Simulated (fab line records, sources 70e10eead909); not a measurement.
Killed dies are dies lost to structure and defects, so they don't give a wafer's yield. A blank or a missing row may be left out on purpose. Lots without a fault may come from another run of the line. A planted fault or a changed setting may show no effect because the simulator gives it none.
One fault seen from 3 desks | flow nand_harc | each desk has only its own numbers; what lay behind them comes last

THE TOOL OWNER'S DESK: litho_track-05
The tool's own readings at NHARC_P_ZERO_WELL_PEB_35 (peb time 85 s): means of the sampled wafers that have a number, for each lot that ran on this tool. A lot is out of limits, marked OUT, if its mean lies more than 4 standard deviations from the usual mean; the brackets give that distance.
Columns: A = heater_power_total_W at NHARC_P_ZERO_WELL_PEB_35, usual 163.95 W; B = plate_temp_C at NHARC_P_ZERO_WELL_PEB_35, usual 118.02 C
lot  | first seen here | A                | B
L482 | day 2 10:02     | 164.21           | 118.12
L484 | day 2 22:01     | 163.87           | 118.08
L486 | day 3 09:53     | 163.98           | 117.85
L492 | day 4 21:46     | 150.29 (-53) OUT | 110.85 (-48) OUT
L493 | day 5 04:09     | 150.45 (-52) OUT | 110.80 (-48) OUT
This desk's finding: out of limits on L492, L493; first on L492, day 4 21:46 (heater_power_total_W at NHARC_P_ZERO_WELL_PEB_35). In limits: L482, L484, L486.

THE METROLOGY DESK
What the gauges read, lot by lot, whatever tool the lot ran on: means of the sampled wafers that have a number. A lot is out of limits, marked OUT, if its mean lies more than 4 standard deviations from the usual mean; the brackets give that distance.
Columns: A = cd_nm at NHARC_P_ZERO_WELL_CD_MEAS_37, usual 721.0 nm
lot  | first seen here | A
L482 | day 2 10:07     | 718.6
L483 | day 2 16:08     | 723.2
L484 | day 2 22:06     | 720.3
L485 | day 3 04:08     | 721.9
L486 | day 3 09:58     | 719.9
L492 | day 4 21:51     | 702.5 (-8.4) OUT
L493 | day 5 04:14     | 701.4 (-8.9) OUT
L498 | day 6 10:01     | 720.6
L499 | day 6 16:07     | 722.2
L500 | day 6 22:16     | 722.1
L501 | day 7 04:20     | 721.9
This desk's finding: out of limits on L492, L493; first on L492, day 4 21:51 (cd_nm at NHARC_P_ZERO_WELL_CD_MEAS_37). In limits: L482, L483, L484, L485, L486, L498, L499, L500, L501.

THE DEFECT DESK
What the inspections along the route counted, lot by lot: means of the sampled wafers that have a number. A lot is out of limits, marked OUT, if its mean lies more than 4 standard deviations from the usual mean; the brackets give that distance.
Columns: A = raw_defect_count at NHARC_P_STI_INSPECT_25, usual 231
lot  | first seen here | A
L482 | day 4 10:23     | 168
L483 | day 4 21:59     | 251
L484 | day 4 21:59     | 240
L485 | day 4 21:59     | 150
L486 | day 5 12:53     | 215
L492 | day 7 01:56     | 294
L493 | day 7 08:12     | 147
L498 | day 8 12:29     | 221
L499 | day 8 18:35     | 226
L500 | day 9 02:31     | 261
L501 | day 9 02:31     | 293
This desk's finding: nothing out of limits on any of the 11 lots.

PUT TOGETHER
The tool owner's desk could have raised an alarm at day 4 21:46, on L492, L493.
The metrology desk could have raised an alarm at day 4 21:51, on L492, L493.
The defect desk saw nothing out of limits.
The defect desk has L492, L493 on record, within its limits.
Of the lots named, all ran NHARC_P_ZERO_WELL_PEB_35 on litho_track-05.

WHAT THE SIMULATOR HAD PUT IN
Process parameter drift: litho_track-05, from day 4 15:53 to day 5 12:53, at NHARC_P_ZERO_WELL_PEB_35. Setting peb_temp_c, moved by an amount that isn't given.
Lots struck among those shown: L492, L493.
Hours from the fault's start to each desk's first reading out of limits: the tool owner's desk, 6; the metrology desk, 6.
